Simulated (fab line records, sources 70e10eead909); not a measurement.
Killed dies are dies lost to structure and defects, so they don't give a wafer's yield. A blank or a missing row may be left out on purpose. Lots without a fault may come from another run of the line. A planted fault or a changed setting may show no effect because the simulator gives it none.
fab line records | flow nand_harc | part 1 of 2: steps 1 to 20 of 33
record lots=5 wafers=15 last_day=31
route steps=1302 shown P_GATE@140
lots that met no fault: from a run of the same line without faults
start_h: hours from the record's first day to the start of the lot's first wafer shown | wait_h: hours since the lot's step before | " the same as in the row above | L1.1+2: a row that stands for several wafers | - no value, or no start given | * or withheld: withheld | < > ~ a bound
route shown NAME@n: a module of which the file shows steps, and the number in the route of the first | usual: mean/standard deviation of fault-free wafers | same: alike in all rows | chamber/n: place in a boat | sites: the reading at each site | _std_site: their standard deviation | _edge_site: outer sites' mean less inner sites' | radius_mm: how far each site lies from the wafer's centre | mask NAME#n: copy n | behind: the tool/chamber that last shaped the wafer | hold: why the lot was held/for how many hours/how that ended | device: the transistor (n, p or np) that didn't switch | end of line: the same wafers' tests at the end of the route | a step without rows: its recipe alone | killed: dies lost to structure and defects at the first sort, not the wafer's yield | map: a wafer's dies, x killed, . not, _ none there
set.NAME: the setting as run; set.NAME@STEP: as run at that earlier step | model.NAME: the simulator's own value behind a step, which no gauge read
lots at some steps of the route; a table a step, a row a wafer
services: from which hour (start_h, from the record's first day; less than 0 if before it) a tool's chamber was out of use, for how many hours, and why
## steps
# step NHARC_P_GATE_DEVELOP_25
# recipe develop_time_s=35 dev_temp_c=23
# columns lot.wafer tool chamber start_h wait_h
L074.2+4+6 litho_track-01 0 - -
L076.2+5+6 litho_track-04 0 - -
L085.1+4+5 litho_track-06 0 - -
L086.2+5+6 litho_track-04 0 - -
L091.1+2+3 litho_track-04 0 - -
# step NHARC_P_GATE_CD_MEAS_26
# recipe target_cd_nm=120 landing_energy_ev=500
# usual cd_nm=119.9/0.71
# columns lot.wafer tool chamber start_h wait_h cd_nm
L074.2 cd_sem-03 0 90.99 - 119.7
L074.4 " 0 " " 119.3
L074.6 " 0 " " 120.4
L076.2 cd_sem-03 0 120.48 - 120.0
L076.5 " 0 " " 119.4
L076.6 " 0 " " 120.1
L085.1 cd_sem-01 0 206.36 - 120.2
L085.4 " 0 " " 119.9
L085.5 " 0 " " 118.7
L086.2 cd_sem-01 0 213.04 - 119.8
L086.5 " 0 " " 118.6
L086.6 " 0 " " 118.9
L091.1 cd_sem-01 0 273.52 - 120.7
L091.2 " 0 " " 120.5
L091.3 " 0 " " 120.3
# step NHARC_P_GATE_OVL_MEAS_27
# usual overlay_x_nm=-0.1/0.72 overlay_y_nm=0.1/0.65
# columns lot.wafer tool chamber start_h wait_h overlay_x_nm overlay_y_nm
L074.2 overlay-01 - 91.08 - -1.1 0.8
L074.4 " - " " -0.8 0.8
L074.6 " - " " -1.2 0.6
L076.2 overlay-01 - 120.56 - -1.0 0.6
L076.5 " - " " -1.5 0.1
L076.6 " - " " -1.3 -0.1
L085.1 overlay-02 - 206.45 - 0.9 0.3
L085.4 " - " " 1.4 0.5
L085.5 " - " " 1.5 0.8
L086.2 overlay-02 - 213.12 - 1.2 -0.3
L086.5 " - " " 1.7 -0.4
L086.6 " - " " 1.3 -0.2
L091.1 overlay-02 - 273.61 - -0.1 -1.0
L091.2 " - " " -0.4 -1.0
L091.3 " - " " -0.4 -1.0
# step NHARC_P_GATE_INSPECT_28
# usual raw_defect_count=6.2/2.8
# columns lot.wafer tool chamber start_h wait_h raw_defect_count
L074.2 defect_inspect-01 - 91.11 0.0 6
L074.4 " - " " 12
L074.6 " - " " 7
L076.2 defect_inspect-02 - 120.60 0.0 5
L076.5 " - " " 3
L076.6 " - " " 7
L085.1 defect_inspect-02 - 206.49 0.0 12
L085.4 " - " " 3
L085.5 " - " " 5
L086.2 defect_inspect-01 - 213.16 0.0 4
L086.5 " - " " 5
L086.6 " - " " 4
L091.1 defect_inspect-02 - 273.65 0.0 2
L091.2 " - " " 9
L091.3 " - " " 10
# step NHARC_P_GATE_DESCUM_31
# recipe time_s=3 o2_flow_sccm=200 ar_flow_sccm=0 bias_power_w=0 chemistry=O2
# usual drypump_motor_current_A=5.6/0.54 oes_product_au=0.998/0.014 rf_vpp_V=58.1/0.92 showerhead_plenum_p_Torr=1.98/0.072 throttle_valve_pct=11.310/0.0096
# columns lot.wafer tool chamber start_h wait_h drypump_motor_current_A oes_product_au rf_hours_counter_h rf_vpp_V showerhead_plenum_p_Torr throttle_valve_pct
L074.2 rie_diel-03 2 91.19 0.1 5.5 0.996 10.2 58.0 1.99 11.304
L074.6 " 2 " " 5.5 1.004 - 57.8 1.99 11.316
L074.4 " 3 " " 5.6 0.993 - 58.3 2.05 11.303
L076.2 rie_diel-11 3 120.68 0.1 5.5 1.012 1.2 58.3 2.04 11.308
L076.5 " 1 " " 4.9 1.003 - 57.2 1.98 11.305
L076.6 " 2 " " 6.6 1.005 - 57.9 1.88 11.305
L085.1 rie_diel-03 2 206.55 0.1 5.5 1.003 3.8 58.0 1.99 11.307
L085.4 " 1 " " 6.2 0.988 4.7 57.2 1.81 11.301
L085.5 " 3 " " 5.6 1.014 - 58.6 2.05 11.292
L086.2 rie_diel-11 1 213.24 0.1 4.9 0.993 5.1 57.9 1.98 11.311
L086.6 " 3 " " 5.5 1.003 - 58.3 2.04 11.314
L086.5 " 0 " " 5.7 0.988 - 58.6 1.93 11.300
L091.1 rie_diel-03 3 273.72 0.1 5.6 0.997 8.3 58.6 2.05 11.324
L091.2 " 0 " " 5.2 1.017 9.4 58.1 2.02 11.314
L091.3 " 1 " " 6.2 0.961 8.7 57.1 1.81 11.299
# step NHARC_P_GATE_ETCH_104
# recipe target_depth_a=600 time_s=withheld cf4_flow_sccm=100 chf3_flow_sccm=30 ar_flow_sccm=0 rf_w=500 bias_w=200 chemistry=CF4/CHF3
# usual cf4_flow_sccm=99.98/0.29 drypump_motor_current_A=5.6/0.53 oes_product_au=0.946/0.027 rf_vpp_V=372.3/1.9 showerhead_plenum_p_Torr=1.63/0.057 throttle_valve_pct=16.802/0.0092
# columns lot.wafer tool chamber start_h wait_h cf4_flow_sccm drypump_motor_current_A oes_product_au rf_vpp_V showerhead_plenum_p_Torr throttle_valve_pct
L074.2 rie_diel-03 0 91.28 0.1 100.48 5.2 0.970 374.0 1.66 16.785
L074.6 " 2 " " 99.35 5.5 0.958 371.9 1.63 16.807
L074.4 " 3 " " 99.88 5.6 0.950 375.0 1.68 16.795
L076.2 rie_diel-11 2 120.75 0.1 100.05 6.6 0.955 369.9 1.54 16.797
L076.6 " 0 " " 100.09 5.6 0.966 370.4 1.59 16.790
L076.5 " 1 " " 100.10 4.9 0.956 374.4 1.63 16.804
L085.1 rie_diel-03 2 206.64 0.1 99.87 5.5 0.942 372.5 1.63 16.797
L085.4 " 3 " " 99.80 5.7 0.959 374.0 1.68 16.812
L085.5 " 1 " " 99.72 6.2 0.954 369.2 1.50 16.791
L086.2 rie_diel-11 1 213.31 0.1 99.72 4.9 0.913 371.8 1.62 16.792
L086.6 " 1 " " 99.48 4.9 0.922 373.0 1.62 16.798
L086.5 " 2 " " 99.77 6.7 0.914 370.7 1.54 16.800
L091.3 rie_diel-03 0 273.79 0.1 100.15 5.2 0.945 374.0 1.66 16.799
L091.2 " 1 " " 100.04 6.2 0.898 367.0 1.49 16.805
L091.1 " 3 " " 99.73 5.6 0.931 373.5 1.68 16.801
# step NHARC_P_GATE_HM_OPEN_105
# recipe target_depth_a=3600 o2_flow_sccm=400 cos_flow_sccm=20 ar_flow_sccm=0 rf_w=500 bias_w=300 chemistry=O2/COS
# usual cos_flow_sccm=19.99/0.053 drypump_motor_current_A=5.6/0.53 oes_product_au=0.997/0.015 rf_vpp_V=469.2/2.6 showerhead_plenum_p_Torr=3.22/0.12 throttle_valve_pct=28.329/0.0093
# columns lot.wafer tool chamber start_h wait_h cos_flow_sccm drypump_motor_current_A oes_product_au rf_hours_counter_h rf_vpp_V showerhead_plenum_p_Torr throttle_valve_pct
L074.2 rie_diel-03 3 - - 20.01 5.6 0.987 9.3 471.6 3.33 28.321
L074.6 " 0 " " 19.93 5.2 1.012 - 469.7 3.30 28.321
L074.4 " 2 " " 19.96 5.5 0.994 - 470.0 3.24 28.321
L076.2 rie_diel-11 0 - - 19.98 5.7 0.985 1.3 468.7 3.15 28.330
L076.6 " 2 " " 19.99 6.6 0.995 - 465.6 3.06 28.338
L076.5 " 3 " " 19.97 5.5 1.005 - 471.4 3.32 28.323
L085.4 rie_diel-03 0 - - 19.96 5.2 1.026 5.5 470.5 3.29 28.331
L085.1 " 2 " " 20.00 5.5 1.001 3.8 469.8 3.24 28.327
L085.5 " 3 " " 19.99 5.6 0.997 - 472.7 3.33 28.334
L086.2 rie_diel-11 2 - - 19.90 6.6 1.009 5.6 465.4 3.06 28.334
L086.6 " 1 " " 20.04 4.9 0.988 - 471.1 3.22 28.336
L086.5 " 2 " " 19.96 6.6 1.011 - 466.2 3.06 28.319
L091.2 rie_diel-03 1 - - 19.98 6.2 0.977 8.8 463.7 2.96 28.314
L091.1 " 2 " " 19.96 5.5 0.990 7.0 469.1 3.24 28.349
L091.3 " 3 " " 19.98 5.7 0.997 8.3 470.2 3.33 28.341
# step NHARC_P_GATE_STRIP_106
# recipe o2_flow_sccm=400 cos_flow_sccm=20 ar_flow_sccm=0 bias_w=0 chemistry=O2/COS
# columns lot.wafer tool chamber start_h wait_h
L074.2+4+6 rie_diel-03 2,0,3 - -
L076.2+6+5 rie_diel-11 0,1,2 - -
L085.1+4+5 rie_diel-03 3,1,0 - -
L086.2+6+5 rie_diel-11 1,2,3 - -
L091.1+3+2 rie_diel-03 2,0,1 - -
# step NHARC_P_GATE_ETCH_114
# recipe target_depth_a=300 overetch_a=30 time_s=16.5 ion_energy_ev=100 cf4_flow_sccm=80 o2_flow_sccm=20 ar_flow_sccm=0 rf_w=300 bias_w=100 chemistry=CF4/O2
# usual cf4_flow_sccm=80.01/0.22 drypump_motor_current_A=5.6/0.52 oes_product_au=0.999/0.015 rf_vpp_V=198.6/1.3 showerhead_plenum_p_Torr=1.38/0.05 throttle_valve_pct=13.397/0.0093
# columns lot.wafer tool chamber start_h wait_h cf4_flow_sccm drypump_motor_current_A oes_product_au rf_hours_counter_h rf_vpp_V showerhead_plenum_p_Torr throttle_valve_pct
L074.2 rie_diel-03 2 - - 80.01 5.5 0.998 10.3 198.5 1.39 13.389
L074.6 " 2 " " 80.05 5.5 0.989 - 198.0 1.39 13.406
L074.4 " 3 " " 79.90 5.6 0.995 - 199.1 1.43 13.395
L076.2 rie_diel-11 3 - - 80.54 5.5 1.009 1.2 199.2 1.42 13.388
L076.6 " 2 " " 80.20 6.6 0.993 - 196.9 1.31 13.390
L076.5 " 3 " " 80.28 5.5 1.012 - 200.0 1.42 13.398
L085.4 rie_diel-03 2 - - 79.43 5.5 1.006 3.9 199.4 1.39 13.383
L085.1 " 0 " " 79.52 5.2 1.026 5.6 200.4 1.41 13.398
L085.5 " 2 " " 79.61 5.5 0.998 - 200.0 1.39 13.401
L086.2 rie_diel-11 0 - - 79.66 5.6 0.994 5.8 197.4 1.35 13.402
L086.5 " 2 " " 80.40 6.6 0.994 - 197.5 1.31 13.401
L086.6 " 3 " " 80.03 5.5 1.018 - 199.6 1.42 13.388
L091.1 rie_diel-03 1 - - 79.53 6.2 0.964 8.8 196.6 1.27 13.380
L091.3 " 2 " " 80.10 5.5 1.013 7.0 198.3 1.39 13.396
L091.2 " 0 " " 79.73 5.2 1.024 9.4 198.7 1.41 13.396
# step NHARC_P_GATE_ETCH_32
# recipe target_depth_a=1500 over_etch_frac=1 over_etch_ion_energy_ev=40 time_s=100.1 hbr_flow_sccm=150 cl2_flow_sccm=50 rf_w=400 icp_w=400 bias_w=100 chemistry=HBr/Cl2
# usual drypump_motor_current_A=5.7/0.46 oes_product_au=1.002/0.015 throttle_valve_pct=26.406/0.0093
# columns lot.wafer tool chamber start_h wait_h drypump_motor_current_A oes_product_au rf_hours_counter_h throttle_valve_pct
L074.2 rie_si-05 2 91.70 - 6.1 1.016 0.79 26.414
L074.4 " 1 " " 6.0 1.023 0.88 26.410
L074.6 " 3 " " 5.8 0.982 - 26.409
L076.2 rie_si-06 1 121.17 - 6.3 1.011 0.19 26.403
L076.5 " 2 " " 6.0 0.983 - 26.408
L076.6 " 3 " " 5.8 1.005 - 26.400
L085.4 rie_si-06 0 207.01 - 5.0 0.978 0.77 26.396
L085.1 " 2 " " 6.0 0.975 0.84 26.408
L085.5 " 1 " " 6.3 0.997 - 26.410
L086.2 rie_si-05 1 213.70 - 6.0 1.021 0.45 26.416
L086.5 " 0 " " 5.7 0.999 - 26.408
L086.6 " 1 " " 5.9 1.027 - 26.394
L091.1 rie_si-03 1 274.17 - 5.4 0.992 0.34 26.395
L091.2 " 2 " " 6.4 1.002 0.29 26.404
L091.3 " 3 " " 5.2 1.011 0.27 26.406
# step NHARC_P_GATE_STRIP_108
# recipe o2_flow_sccm=500 ar_flow_sccm=0 bias_w=0 chemistry=O2
# usual drypump_motor_current_A=5.6/0.52 oes_product_au=1.003/0.016 rf_vpp_V=58.1/0.93 showerhead_plenum_p_Torr=3.66/0.13 throttle_valve_pct=17.037/0.0087
# columns lot.wafer tool chamber start_h wait_h drypump_motor_current_A oes_product_au rf_hours_counter_h rf_vpp_V showerhead_plenum_p_Torr throttle_valve_pct
L074.4 rie_diel-04 3 91.87 - 6.3 1.013 4 57.8 3.74 17.035
L074.2 " 1 " " 4.7 1.001 4 59.0 3.77 17.033
L074.6 " 2 " " 5.8 1.024 - 58.3 3.73 17.032
L076.2 rie_diel-03 2 121.33 - 5.5 1.000 1 58.2 3.66 17.058
L076.6 " 3 " " 5.7 1.010 - 58.9 3.76 17.036
L076.5 " 0 " " 5.2 1.023 - 59.4 3.72 17.034
L085.4 rie_diel-04 0 207.17 - 5.4 1.005 2 57.4 3.78 17.040
L085.1 " 1 " " 4.7 0.987 2 58.3 3.77 17.036
L085.5 " 0 " " 5.4 1.008 - 57.6 3.78 17.041
L086.2 rie_diel-11 1 213.86 - 4.9 0.992 5 56.3 3.64 17.039
L086.5 " 0 " " 5.7 0.983 - 57.2 3.56 17.033
L086.6 " 1 " " 4.9 0.997 - 58.1 3.64 17.029
L091.1 rie_diel-04 3 274.33 - 6.3 1.000 6 57.2 3.73 17.031
L091.2 " 1 " " 4.7 0.969 5 57.9 3.76 17.042
L091.3 " 2 " " 5.8 0.995 5 57.7 3.72 17.037
# step NHARC_P_GATE_CD_MEAS_33
# usual cd_nm=120/3.5
# columns lot.wafer tool chamber start_h wait_h cd_nm
L074.2 cd_sem-01 - 92.04 - 128
L074.4 " - " " 124
L074.6 " - " " 124
L076.2 cd_sem-03 - 121.45 - 121
L076.5 " - " " 121
L076.6 " - " " 122
L085.1 cd_sem-03 - 207.35 - 118
L085.4 " - " " 119
L085.5 " - " " 120
L086.2 cd_sem-01 - 214.02 - 116
L086.5 " - " " 115
L086.6 " - " " 109
L091.1 cd_sem-01 - 274.50 - 121
L091.2 " - " " 118
L091.3 " - " " 121
# step NHARC_P_GATE_STRIP_35
# recipe time_s=600 temp_c=130 chemistry=SPM
# columns lot.wafer tool chamber start_h wait_h
L074.4+6+2 wet_bench-07 5,7,0 92.12 0.1
L076.2+6+5 wet_bench-07 2,4,6 121.54 0.1
L085.1+4+5 wet_bench-06 5,7,0 207.45 0.1
L086.2+6+5 wet_bench-07 3,4,6 214.11 0.1
L091.1+2+3 wet_bench-01 6,1,3 274.59 0.1
# step NHARC_P_GATE_PRECLEAN_73
# recipe time_s=* temp_c=50 bath_age_min=0 chemistry=SC1
# usual nh4oh_flow_mL_min=28.30/0.1
# columns lot.wafer tool chamber start_h wait_h nh4oh_flow_mL_min
L074.4 wet_bench-07 5 - - 28.24
L074.6 " 7 " " 28.30
L074.2 " 0 " " 28.24
L076.2 wet_bench-07 2 - - 28.20
L076.6 " 4 " " 28.23
L076.5 " 6 " " 28.25
L085.1 wet_bench-06 5 - - 28.22
L085.4 " 7 " " 28.44
L085.5 " 0 " " 28.27
L086.2 wet_bench-07 3 - - 28.12
L086.6 " 4 " " 28.39
L086.5 " 6 " " 28.19
L091.1 wet_bench-01 6 - - 28.41
L091.2 " 1 " " 28.24
L091.3 " 3 " " 28.41
# step NHARC_P_GATE_SRD_74
# columns lot.wafer tool chamber start_h wait_h
L074.4+6+2 wet_bench-07 5,7,0 - -
L076.2+6+5 wet_bench-07 2,4,6 - -
L085.1+4+5 wet_bench-06 5,7,0 - -
L086.2+6+5 wet_bench-07 3,4,6 - -
L091.1+2+3 wet_bench-01 6,1,3 - -
# step NHARC_P_GATE_ALD_36
# recipe target_thk_a=200 pulse_time_s=60 ald_cycles=223 temp_c=400 material=SiNx
# usual heater_power_outer_w=516/60 heater_power_w=839/66 precursor_pulse_height_rel=1.002/0.02 susceptor_temp_C=400.02/0.2
# same pulse_time_s=60
# columns lot.wafer tool chamber start_h wait_h heater_power_outer_w heater_power_w precursor_pulse_height_rel susceptor_temp_C
L074.2 ald_sin-03 3 94.59 - 612 942 0.986 400.16
L074.4 " 0 95.63 - 465 855 0.993 399.89
L074.6 " 2 97.72 - 506 808 1.011 399.53
L076.2 ald_sin-03 0 124.04 - 473 854 1.018 399.71
L076.6 " 2 126.17 - 512 811 1.009 400.07
L076.5 " 3 127.23 - 599 928 0.995 400.17
L085.1 ald_sin-03 3 207.82 - 602 911 1.007 400.03
L085.4 " 3 212.08 - 590 889 0.978 399.95
L085.5 " 1 214.91 - 468 796 1.006 399.94
L086.2 ald_sin-02 2 217.65 - 511 828 1.000 400.04
L086.6 " 3 218.71 - 506 788 1.033 400.07
L086.5 " 0 219.77 - 668 985 0.973 399.84
L091.3 ald_sin-01 3 274.97 - 450 772 1.000 400.41
L091.1 " 1 277.10 - 490 793 0.997 400.05
L091.2 " 2 278.16 - 531 784 1.000 399.80
# step NHARC_P_GATE_ETCHBACK_37
# recipe target_depth_a=345 time_s=17.2 chf3_flow_sccm=50 o2_flow_sccm=10 ar_flow_sccm=200 rf_w=500 bias_w=200 chemistry=CHF3/O2
# usual drypump_motor_current_A=5.6/0.5 oes_product_au=0.94/0.032 rf_vpp_V=372.4/2 showerhead_plenum_p_Torr=2.48/0.093 throttle_valve_pct=20.572/0.009
# columns lot.wafer tool chamber start_h wait_h drypump_motor_current_A oes_product_au rf_hours_counter_h rf_vpp_V showerhead_plenum_p_Torr throttle_valve_pct
L074.2 rie_diel-04 0 - - 5.3 0.93 4.2 373.5 2.58 20.595
L074.4 " 3 " " 6.3 0.94 - 374.6 2.55 20.568
L074.6 " 3 " " 6.3 0.96 - 374.9 2.55 20.559
L076.2 rie_diel-03 3 - - 5.7 0.94 1.8 374.6 2.56 20.566
L076.5 " 1 " " 6.2 0.89 - 368.3 2.28 20.577
L076.6 " 2 " " 5.5 0.92 - 373.6 2.49 20.576
L085.4 rie_diel-03 3 - - 5.7 0.93 5.5 372.7 2.56 20.578
L085.1 " 0 " " 5.2 0.95 5.8 373.1 2.54 20.588
L085.5 " 3 " " 5.6 0.92 - 372.8 2.56 20.579
L086.2 rie_diel-03 3 - - 5.7 1.00 6.2 373.7 2.56 20.579
L086.5 " 1 " " 6.2 0.97 - 368.8 2.28 20.572
L086.6 " 2 " " 5.5 1.00 - 372.6 2.49 20.575
L091.2 rie_diel-11 3 - - 5.5 1.02 1.2 372.9 2.55 20.581
L091.1 " 0 " " 5.7 1.01 0.1 371.9 2.42 20.578
L091.3 " 2 " " 6.6 0.99 1.2 369.8 2.35 20.579
# step NHARC_P_GATE_STRIP_101
# recipe time_s=20 o2_flow_sccm=500 ar_flow_sccm=0 bias_w=0 chemistry=O2
# usual drypump_motor_current_A=5.7/0.5 oes_product_au=0.999/0.016 rf_vpp_V=58.0/0.88 showerhead_plenum_p_Torr=3.64/0.14 throttle_valve_pct=17.037/0.0087
# columns lot.wafer tool chamber start_h wait_h drypump_motor_current_A oes_product_au rf_hours_counter_h rf_vpp_V showerhead_plenum_p_Torr throttle_valve_pct
L074.2 rie_diel-04 0 102.09 0.1 5.4 0.997 4.2 57.9 3.79 17.034
L074.4 " 0 " " 5.4 0.996 - 58.5 3.79 17.033
L074.6 " 3 " " 6.3 1.015 - 57.8 3.74 17.037
L076.2 rie_diel-03 2 131.58 0.1 5.5 0.990 0.8 58.4 3.66 17.048
L076.5 " 3 " " 5.7 1.017 - 58.0 3.76 17.034
L076.6 " 0 " " 5.2 1.035 - 59.5 3.72 17.043
L085.1 rie_diel-03 3 219.60 0.1 5.7 1.001 5.5 58.5 3.76 17.030
L085.4 " 0 " " 5.2 1.044 5.8 58.0 3.72 17.042
L085.5 " 3 " " 5.7 1.008 - 57.3 3.76 17.044
L086.2 rie_diel-03 3 224.10 0.1 5.7 0.989 6.2 59.0 3.76 17.054
L086.6 " 0 " " 5.2 1.023 - 55.5 3.72 17.050
L086.5 " 1 " " 6.2 0.976 - 56.3 3.35 17.037
L091.2 rie_diel-11 2 284.63 0.1 6.6 0.990 1.2 57.2 3.46 17.060
L091.1 " 3 " " 5.5 1.004 1.2 58.6 3.75 17.036
L091.3 " 1 " " 4.9 0.987 1.3 58.5 3.64 17.028
# step NHARC_P_GATE_PRECLEAN_97
# recipe time_s=600 temp_c=120 chemistry=SPM
# columns lot.wafer tool chamber start_h wait_h
L074.2+4+6 wet_bench-06 5,7,1 102.21 0.1
L076.2+5+6 wet_bench-01 7,0,2 131.66 -
L085.4+1+5 wet_bench-07 4,5,0 219.70 -
L086.5+2+6 wet_bench-06 4,5,7 224.19 -
L091.1+3+2 wet_bench-06 4,5,1 284.72 -
# step NHARC_P_GATE_SRD_98
# columns lot.wafer tool chamber start_h wait_h
L074.2+4+6 wet_bench-06 5,7,1 - -
L076.2+5+6 wet_bench-01 7,0,2 - -
L085.4+1+5 wet_bench-07 4,5,0 - -
L086.5+2+6 wet_bench-06 4,5,7 - -
L091.1+3+2 wet_bench-06 4,5,1 - -
